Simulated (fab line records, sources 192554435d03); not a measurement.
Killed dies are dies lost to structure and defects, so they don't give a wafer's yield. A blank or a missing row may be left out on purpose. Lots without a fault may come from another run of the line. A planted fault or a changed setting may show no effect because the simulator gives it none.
fab line records | flow n5_finfet
record lots=9 wafers=27 last_day=18
route steps=1938 shown DUMMY_GATE@246 SD_EPI_N@269 BEOL_M4@1111 PASSIVATION@1936
lots that met no fault: from a run of the same line without faults
start_h: hours from the record's first day to the start of the lot's first wafer shown | wait_h: hours since the lot's step before | " the same as in the row above | L1.1+2: a row that stands for several wafers | - no value, or no start given | * or withheld: withheld | < > ~ a bound
route shown NAME@n: a module of which the file shows steps, and the number in the route of the first | usual: mean/standard deviation of fault-free wafers | same: alike in all rows | chamber/n: place in a boat | sites: the reading at each site | _std_site: their standard deviation | _edge_site: outer sites' mean less inner sites' | radius_mm: how far each site lies from the wafer's centre | mask NAME#n: copy n | behind: the tool/chamber that last shaped the wafer | hold: why the lot was held/for how many hours/how that ended | device: the transistor (n, p or np) that didn't switch | end of line: the same wafers' tests at the end of the route | a step without rows: its recipe alone | killed: dies lost to structure and defects at the first sort, not the wafer's yield | map: a wafer's dies, x killed, . not, _ none there
set.NAME: the setting as run; set.NAME@STEP: as run at that earlier step | model.NAME: the simulator's own value behind a step, which no gauge read
steps of the route over a sample of lots; a table a step, a row a wafer
services: from which hour (start_h, from the record's first day; less than 0 if before it) a tool's chamber was out of use, for how many hours, and why
## steps
# step N5_DUMMY_GATE_ETCH_32
# recipe chemistry=CF4 target=SiO2 target_depth_a=35 time_s=3.9 ion_energy_ev=350 pressure_mtorr=10 icp_w=800 bias_w=400 cf4_flow_sccm=80
# usual drypump_motor_current_A=5.9/0.6 oes_product_au=1.003/0.018 throttle_valve_pct=21.71/0.22
# same time_s=3.9
# columns lot.wafer tool chamber start_h wait_h drypump_motor_current_A oes_product_au rf_hours_counter_h throttle_valve_pct
L309.2 rie_si-06 3 47.92 0.1 5.5 1.009 64 21.57
L309.3 " 1 " " 4.9 1.027 171 21.94
L309.4 " 2 " " 5.9 0.997 146 21.95
L311.1 rie_si-06 2 59.17 0.1 5.9 1.012 146 21.95
L311.2 " 0 " " 5.8 1.005 160 21.60
L311.5 " 1 " " 4.9 1.040 - 21.95
L312.1 rie_si-05 2 64.26 0.1 6.8 0.979 169 21.73
L312.2 " 3 " " 5.5 0.972 112 22.02
L312.3 " 1 " " 5.6 0.989 189 21.54
L314.1 rie_si-06 2 80.00 0.1 5.9 1.007 146 21.93
L314.4 " 1 " " 5.0 1.032 172 21.94
L314.6 " 1 " " 4.9 1.036 - 21.93
L315.2 rie_si-06 2 84.33 0.1 5.9 0.999 146 21.95
L315.4 " 1 " " 4.9 1.029 172 21.93
L315.5 " 3 " " 5.5 0.999 - 21.57
L316.1 rie_si-06 0 91.09 0.1 5.7 0.986 161 21.60
L316.2 " 2 " " 5.9 0.997 147 21.94
L316.3 " 3 " " 5.5 1.004 65 21.59
L323.2 rie_si-06 2 132.62 0.1 5.9 0.995 147 21.94
L323.5 " 2 " " 5.9 0.993 - 21.93
L323.6 " 1 " " 4.9 1.023 - 21.93
L330.2 rie_si-01 3 173.56 0.1 6.6 1.011 161 21.56
L330.3 " 0 " " 5.7 1.012 124 21.88
L330.5 " 0 " " 5.6 1.019 - 21.88
L331.2 rie_si-05 3 180.94 0.1 5.4 0.990 114 22.03
L331.4 " 0 " " 6.7 1.027 - 21.41
L331.6 " 3 " " 5.5 0.994 - 22.02
# step N5_DUMMY_GATE_ETCH_44
# recipe chemistry=HBr/O2 over_etch_frac=0.7 target_depth_a=1275 stop_on=SiO2 ion_energy_ev=60 bias_w=20 target=poly-Si mask_material=SiO2 pressure_mtorr=20 icp_w=400 HBr_flow_sccm=120 O2_flow_sccm=10
# usual drypump_motor_current_A=5.9/0.6 oes_product_au=0.733/0.01 throttle_valve_pct=18.45/0.23
# columns lot.wafer tool chamber start_h wait_h drypump_motor_current_A oes_product_au rf_hours_counter_h throttle_valve_pct
L309.2 rie_si-06 3 48.01 0.0 5.5 0.744 64 18.55
L309.3 " 1 " " 4.9 0.717 171 18.68
L309.4 " 2 " " 5.9 0.730 146 18.61
L311.1 rie_si-06 2 59.26 0.0 5.9 0.733 146 18.61
L311.2 " 0 " " 5.7 0.743 160 18.52
L311.5 " 1 " " 4.9 0.728 - 18.71
L312.1 rie_si-05 2 64.34 0.0 6.8 0.726 169 18.30
L312.2 " 3 " " 5.5 0.739 112 18.69
L312.3 " 1 " " 5.6 0.726 189 18.26
L314.1 rie_si-06 2 80.09 0.0 5.9 0.732 146 18.62
L314.4 " 1 " " 4.9 0.725 172 18.71
L314.6 " 1 " " 4.9 0.739 - 18.70
L315.2 rie_si-06 2 84.42 0.0 5.9 0.734 146 18.61
L315.4 " 1 " " 4.9 0.743 172 18.70
L315.5 " 3 " " 5.5 0.754 - 18.55
L316.1 rie_si-06 0 91.18 0.0 5.7 0.731 161 18.53
L316.2 " 2 " " 5.9 0.745 147 18.61
L316.3 " 3 " " 5.5 0.743 65 18.55
L323.2 rie_si-06 2 132.71 0.0 5.9 0.737 147 18.63
L323.5 " 2 " " 5.9 0.731 - 18.63
L323.6 " 1 " " 4.9 0.735 - 18.69
L330.2 rie_si-01 3 173.65 0.0 6.5 0.737 161 18.42
L330.3 " 0 " " 5.6 0.734 124 18.72
L330.5 " 0 " " 5.6 0.748 - 18.72
L331.2 rie_si-05 3 181.03 0.0 5.4 0.716 114 18.71
L331.4 " 0 " " 6.7 0.740 - 18.04
L331.6 " 3 " " 5.5 0.740 - 18.72
# step N5_SD_EPI_N_DEVELOP_08
# recipe develop_time_s=30 developer=TMAH resist=CAR-ArF-block dev_temp_c=23 rinse_liquid=diw dry=air_spin
# columns lot.wafer tool chamber start_h wait_h
L309.2+3+4 litho_track-01 0 49.23 -
L311.1+2+5 litho_track-04 0 60.64 -
L312.1+2+3 litho_track-04 0 65.69 -
L314.1+4+6 litho_track-04 0 82.61 -
L315.2+4+5 litho_track-04 0 85.69 -
L316.1+2+3 litho_track-03 0 92.93 -
L323.2+5+6 litho_track-01 0 134.06 -
L330.2+3+5 litho_track-03 0 174.97 -
L331.2+4+6 litho_track-03 0 182.82 -
# step N5_SD_EPI_N_CD_MEAS_09
# recipe target_cd_nm=120 landing_energy_ev=500 detector=se_inlens
# usual cd_nm=120.4/0.77
# same landing_energy_ev=500
# columns lot.wafer tool chamber start_h wait_h cd_nm
L309.2 cd_sem-01 0 49.29 - 119.6
L309.3 " 0 " " 120.6
L309.4 " 0 " " 119.9
L311.1 cd_sem-03 0 60.70 - 120.7
L311.2 " 0 " " 121.2
L311.5 " 0 " " 121.1
L312.1 cd_sem-01 0 65.75 - 121.1
L312.2 " 0 " " 120.8
L312.3 " 0 " " 119.8
L314.1 cd_sem-01 0 82.67 - 120.3
L314.4 " 0 " " 119.8
L314.6 " 0 " " 120.0
L315.2 cd_sem-02 0 85.75 - 118.8
L315.4 " 0 " " 117.7
L315.5 " 0 " " 118.0
L316.1 cd_sem-01 0 92.99 - 120.9
L316.2 " 0 " " 120.2
L316.3 " 0 " " 121.4
L323.2 cd_sem-01 0 134.12 - 118.9
L323.5 " 0 " " 119.3
L323.6 " 0 " " 120.7
L330.2 cd_sem-02 0 175.03 - 120.9
L330.3 " 0 " " 121.6
L330.5 " 0 " " 121.0
L331.2 cd_sem-02 0 182.87 - 120.2
L331.4 " 0 " " 121.0
L331.6 " 0 " " 120.3
# step N5_SD_EPI_N_DESCUM_14
# recipe chemistry=O2 time_s=7.9 source_power_w=50 bias_power_w=20 pressure_mtorr=20 rf_frequency_hz=2.712e+07 temp_c=40 resist=CAR-ArF-block o2_flow_sccm=225
# usual drypump_motor_current_A=5.6/0.7 oes_product_au=0.83/0.1 rf_vpp_V=242.4/1.4 showerhead_plenum_p_Torr=2.05/0.071 throttle_valve_pct=20.43/0.21
# same time_s=7.9
# columns lot.wafer tool chamber start_h wait_h drypump_motor_current_A oes_product_au rf_hours_counter_h rf_vpp_V showerhead_plenum_p_Torr throttle_valve_pct
L309.2 rie_diel-06 3 49.37 0.0 6.7 0.71 224 242.6 2.08 20.83
L309.3 " 1 " " 4.8 0.88 49 241.0 2.02 20.28
L309.4 " 0 " " 5.2 0.94 15 241.1 2.04 20.29
L311.1 rie_diel-03 3 60.79 0.0 6.5 0.69 239 239.3 1.97 20.50
L311.2 " 2 " " 4.8 0.70 248 244.1 2.08 20.48
L311.5 " 2 " " 4.8 0.69 - 241.3 2.08 20.47
L312.1 rie_diel-04 2 65.84 0.0 5.9 0.71 183 242.4 2.06 20.47
L312.2 " 0 " " 5.5 0.78 103 240.6 2.01 20.32
L312.3 " 3 " " 5.6 0.94 23 243.0 2.08 20.67
L314.1 rie_diel-06 1 82.80 0.1 4.8 0.86 59 243.2 2.02 20.29
L314.4 " 1 " " 4.8 0.86 - 241.3 2.02 20.28
L314.6 " 0 " " 5.2 0.90 - 242.8 2.04 20.30
L315.2 rie_diel-06 0 85.90 0.1 5.2 0.90 27 240.7 2.04 20.32
L315.4 " 2 " " 5.4 0.74 - 240.3 1.98 20.54
L315.5 " 1 " " 4.8 0.87 - 241.1 2.02 20.29
L316.1 rie_diel-04 2 93.08 0.0 5.9 0.71 193 243.3 2.06 20.47
L316.2 " 3 " " 5.7 0.91 32 241.2 2.07 20.67
L316.3 " 0 " " 5.5 0.77 114 241.1 2.01 20.35
L323.2 rie_diel-06 1 134.20 0.0 4.8 0.84 76 243.2 2.01 20.32
L323.5 " 1 " " 4.8 0.85 - 241.2 2.01 20.30
L323.6 " 0 " " 5.2 0.86 - 242.8 2.03 20.34
L330.2 rie_diel-06 3 175.11 0.0 6.7 0.98 10 243.3 2.07 20.52
L330.3 " 1 " " 4.8 0.82 94 241.9 2.01 20.32
L330.5 " 3 " " 6.7 0.98 - 241.9 2.07 20.51
L331.2 rie_diel-03 1 182.96 0.0 6.6 0.68 230 241.0 1.97 20.62
L331.4 " 3 " " 6.5 0.92 22 243.7 2.22 20.06
L331.6 " 2 " " 4.8 0.91 - 243.2 2.06 20.11
# step N5_BEOL_M4_RC_MEAS_101
# usual DIBL_N=36.0/1.6 DIBL_P=36.1/2 IOFF_N=0.160/0.029 IOFF_P=0.21/0.039 ION_N=675/13 ION_P=464/8.8 SS_N=71.5/0.58 SS_P=73.3/0.65 VT_N=250/3.3 VT_P=-249/3.6
# columns lot.wafer tool chamber start_h wait_h DIBL_N[mV/V] DIBL_P[mV/V] IOFF_N[nA/um] IOFF_P[nA/um] ION_N[uA/um] ION_P[uA/um] SS_N[mV/dec] SS_P[mV/dec] VT_N[mV] VT_P[mV]
L309.2 prober-02 0 164.07 0.2 37.4 36.9 0.164 0.21 676 456 72.0 73.4 247 -252
L309.3 " 0 " " 35.6 34.9 0.128 0.19 659 454 71.5 73.0 251 -253
L309.4 " 0 " " 36.4 33.6 0.141 0.17 662 449 71.6 72.7 254 -255
L311.1 prober-01 0 175.16 0.0 34.1 34.5 0.128 0.17 666 456 72.0 72.5 252 -252
L311.2 " 0 " " 36.9 37.5 0.173 0.22 693 473 71.0 73.4 248 -248
L311.5 " 0 " " 33.7 33.5 0.118 0.15 665 452 71.2 72.2 255 -255
L312.1 prober-02 0 186.81 0.0 34.2 34.1 0.121 0.15 653 451 71.7 72.7 254 -259
L312.2 " 0 " " 36.3 36.7 0.150 0.18 673 456 72.6 74.0 252 -255
L312.3 " 0 " " 33.9 33.6 0.110 0.14 649 448 71.4 72.3 255 -259
L315.2 prober-01 0 204.50 0.2 36.7 38.2 0.177 0.22 677 454 70.9 74.5 250 -250
L315.4 " 0 " " 35.7 37.7 0.172 0.22 671 461 71.7 73.8 249 -252
L315.5 " 0 " " 34.9 35.4 0.150 0.18 657 447 71.5 73.5 252 -254
L314.1 prober-02 0 204.65 0.0 38.0 36.8 0.166 0.23 681 471 71.6 73.6 250 -248
L314.4 " 0 " " 36.7 35.3 0.154 0.22 677 465 70.8 73.0 250 -249
L314.6 " 0 " " 37.5 37.1 0.152 0.23 670 465 72.2 73.3 252 -247
L316.1 prober-02 0 209.07 0.0 38.5 37.3 0.190 0.25 671 466 72.3 74.0 248 -244
L316.2 " 0 " " 37.1 36.6 0.154 0.24 660 461 72.0 73.3 250 -245
L316.3 " 0 " " 36.1 35.6 0.140 0.23 665 467 71.3 73.6 250 -242
L323.2 prober-02 0 244.19 0.2 34.7 34.2 0.134 0.21 668 469 71.9 72.6 251 -248
L323.5 " 0 " " 35.0 33.5 0.135 0.19 665 457 71.2 72.5 252 -252
L323.6 " 0 " " 34.6 34.1 0.135 0.20 664 463 70.7 72.9 251 -251
L330.2 prober-02 0 294.61 0.2 31.8 33.0 0.115 0.18 667 461 70.8 72.4 256 -250
L330.3 " 0 " " 32.8 34.9 0.123 0.21 663 468 71.1 73.2 254 -246
L330.5 " 0 " " 35.6 37.3 0.171 0.24 681 471 71.3 73.8 249 -247
L331.2 prober-02 0 303.43 0.2 34.6 33.6 0.128 0.19 664 462 70.7 72.0 253 -247
L331.4 " 0 " " 35.0 35.3 0.139 0.21 657 458 71.5 72.9 253 -251
L331.6 " 0 " " 37.1 37.7 0.180 0.25 682 465 71.9 74.1 247 -247
# step N5_PASSIVATION_PROBE_49
# usual defect_limited_yield=91.0/1.3 killed_at_M0_to_M3=36/9.5 killed_at_M4_up=14/5.6 killed_at_contacts=12/6.4 killed_at_front_end=40/10 killed_at_other=3.2/3 killed_dies=107/15 killed_open=69/12 killed_short=35/7.7 sort_bin_5_function=5.3/0.91 sort_bin_6_memory=3.3/0.65 sort_n_pass=1073/15 sort_yield_pct=91.0/1.3
# same gross_dies=1180 killed_at_back_side=0 sort_bin_4_leakage[%]=0 sort_bin_8_speed[%]=0
# columns lot.wafer tool chamber start_h wait_h defect_limited_yield[%] killed_at_M0_to_M3 killed_at_M4_up killed_at_contacts killed_at_front_end killed_at_other killed_dies killed_open killed_short sort_bin_5_function[%] sort_bin_6_memory[%] sort_n_pass sort_yield_pct[%]
L316.1 prober-01 - 309.29 0.0 93.0 33 10 3 30 7 83 55 28 3.9 2.7 1097 93.0
L316.2 prober-01 - 309.34 0.1 91.2 35 12 11 44 2 104 69 30 5.0 3.0 1076 91.2
L316.3 prober-01 - 309.39 0.1 92.7 19 13 13 40 1 86 61 24 3.9 3.2 1094 92.7
L323.2 prober-02 - 358.21 0.1 89.3 44 14 12 54 2 126 79 44 6.3 3.9 1054 89.3
L323.5 prober-02 - 358.36 0.2 89.7 62 9 6 38 6 121 70 50 5.7 4.4 1059 89.7
L323.6 prober-02 - 358.41 0.3 88.3 40 32 15 51 0 138 101 35 7.1 4.4 1042 88.3
L330.2 prober-01 - 403.38 0.1 91.4 31 24 6 39 2 102 77 24 4.6 3.9 1078 91.4
L330.3 prober-01 - 403.43 0.1 92.2 36 10 12 25 9 92 63 25 4.5 3.1 1088 92.2
L330.5 prober-01 - 403.53 0.2 90.4 40 15 27 29 2 113 78 33 5.9 3.2 1067 90.4
# killed by level:class
L316.1 BEOL_M3:geometric_particle:open=12 BEOL_M0_SAQP:geometric_particle:short=10 FIN_SAQP:geometric_particle:short=6 BEOL_M4:geometric_particle:open=6 BEOL_M0_SAQP:geometric_particle:open=5 FIN_SAQP:geometric_particle:open=4 STI_FIN_REVEAL:geometric_particle:open=4 STARTING-WAFER:geometric_particle:open=4
L316.2 BEOL_M0_SAQP:geometric_particle:open=12 MOL_CONTACT_COAG:geometric_particle:open=10 BEOL_M3:geometric_particle:open=10 FIN_SAQP:geometric_particle:open=8 FIN_SAQP:geometric_particle:short=7 BEOL_M4:geometric_particle:open=7 BEOL_M0_SAQP:geometric_particle:short=6 STI_FIN_REVEAL:geometric_particle:open=5
L316.3 FIN_SAQP:geometric_particle:open=12 MOL_CONTACT_COAG:geometric_particle:open=10 FIN_SAQP:geometric_particle:short=7 BEOL_M4:geometric_particle:open=7 DUMMY_GATE:geometric_particle:open=5 SPACER0:geometric_particle:short=5 BEOL_M0_SAQP:geometric_particle:open=5 STI_FIN_REVEAL:geometric_particle:open=4
L323.2 BEOL_M2:geometric_particle:open=13 FIN_SAQP:geometric_particle:open=12 STI_FIN_REVEAL:geometric_particle:open=11 MOL_CONTACT_COAG:geometric_particle:open=11 FIN_SAQP:geometric_particle:short=10 BEOL_M0_SAQP:geometric_particle:short=10 BEOL_M0_SAQP:geometric_particle:open=10 BEOL_M4:geometric_particle:open=10
L323.5 BEOL_M2:geometric_particle:open=15 FIN_SAQP:geometric_particle:short=14 BEOL_M0_SAQP:geometric_particle:short=13 BEOL_M1:geometric_particle:open=10 BEOL_M0_SAQP:geometric_particle:open=7 MOL_CONTACT_COAG:geometric_particle:open=6 DUMMY_GATE:geometric_particle:open=5 BEOL_M1:geometric_particle:short=5
L323.6 BEOL_M4:geometric_particle:open=17 FIN_SAQP:geometric_particle:open=13 FIN_SAQP:geometric_particle:short=13 BEOL_M2:geometric_particle:open=12 STI_FIN_REVEAL:geometric_particle:open=11 MOL_CONTACT_COAG:geometric_particle:open=10 BEOL_M1:geometric_particle:open=10 BEOL_M3:geometric_particle:open=6
L330.2 BEOL_M2:geometric_particle:open=14 BEOL_M4:geometric_particle:open=14 DUMMY_GATE:geometric_particle:open=11 FIN_SAQP:geometric_particle:open=6 MOL_CONTACT_COAG:geometric_particle:open=5 BEOL_M3:geometric_particle:open=5 FIN_SAQP:geometric_particle:short=4 STARTING-WAFER:geometric_particle:short=4
L330.3 BEOL_M3:geometric_particle:open=14 MOL_CONTACT_COAG:geometric_particle:open=9 BEOL_M0:geometric_particle:open=5 STI_FIN_REVEAL:geometric_particle:open=4 DUMMY_GATE:geometric_particle:open=4 BEOL_M0_SAQP:geometric_particle:open=4 BEOL_M0_SAQP:geometric_particle:short=4 BEOL_M2:geometric_particle:open=4
L330.5 MOL_CONTACT_COAG:geometric_particle:open=21 BEOL_M0_SAQP:geometric_particle:open=7 BEOL_M1:geometric_particle:open=7 BEOL_M2:geometric_particle:short=7 BEOL_M4:geometric_particle:open=7 STI_FIN_REVEAL:geometric_particle:open=6 MOL_CONTACT_COAG:geometric_particle:short=6 BEOL_M3:geometric_particle:open=6
## services
# columns tool chamber start_h hours kind
rie_si-06 0 24.35 7.6 repair
rie_diel-04 2 31.94 2.5 repair
rie_diel-03 0 54.03 - clean
rie_diel-03 0 54.03 - consumable_replace:focus_ring
rie_diel-03 0 54.03 24.2 scheduled_down
rie_diel-03 0 54.03 24.2 vent_cycle
rie_diel-03 2 78.36 - clean
rie_diel-03 2 78.36 - consumable_replace:focus_ring
rie_diel-03 2 78.36 23.1 scheduled_down
rie_diel-06 3 81.71 6.0 repair
rie_diel-03 - 97.60 2.8 pm
rie_si-06 0 108.51 9.8 repair
rie_si-05 0 115.69 2.7 repair
rie_diel-04 1 120.81 9.9 repair
rie_diel-06 3 135.20 - clean
rie_diel-06 3 135.20 - consumable_replace:focus_ring
rie_diel-06 3 135.20 16.4 scheduled_down
rie_diel-06 3 135.20 16.4 vent_cycle
rie_si-01 0 141.74 4.9 repair
rie_diel-04 0 148.13 8.1 repair
rie_si-05 - 162.84 0.4 repair
rie_si-05 1 179.64 - clean
rie_si-05 1 179.64 19.4 scheduled_down
rie_si-05 1 179.64 19.4 vent_cycle
## key
first_sign step=N5_SD_EPI_N_CD_MEAS_09 reading=cd_nm direction=down sigmas=2.9 usual=120.4 struck=118.2
effect none on later readings
met_at N5_SD_EPI_N_DEVELOP_08
struck_lots L315
not_acting_at N5_DUMMY_GATE_ETCH_32,N5_DUMMY_GATE_ETCH_44,N5_SD_EPI_N_DESCUM_14
onset_between 82.61 85.69
fault kind=process_parameter_drift tool=litho_track-04 chamber=- onset_h=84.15 steps=N5_SD_EPI_N_DEVELOP_08 channel=develop_time_s offset=* shape=step end_h=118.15 acts_in=* stated=*
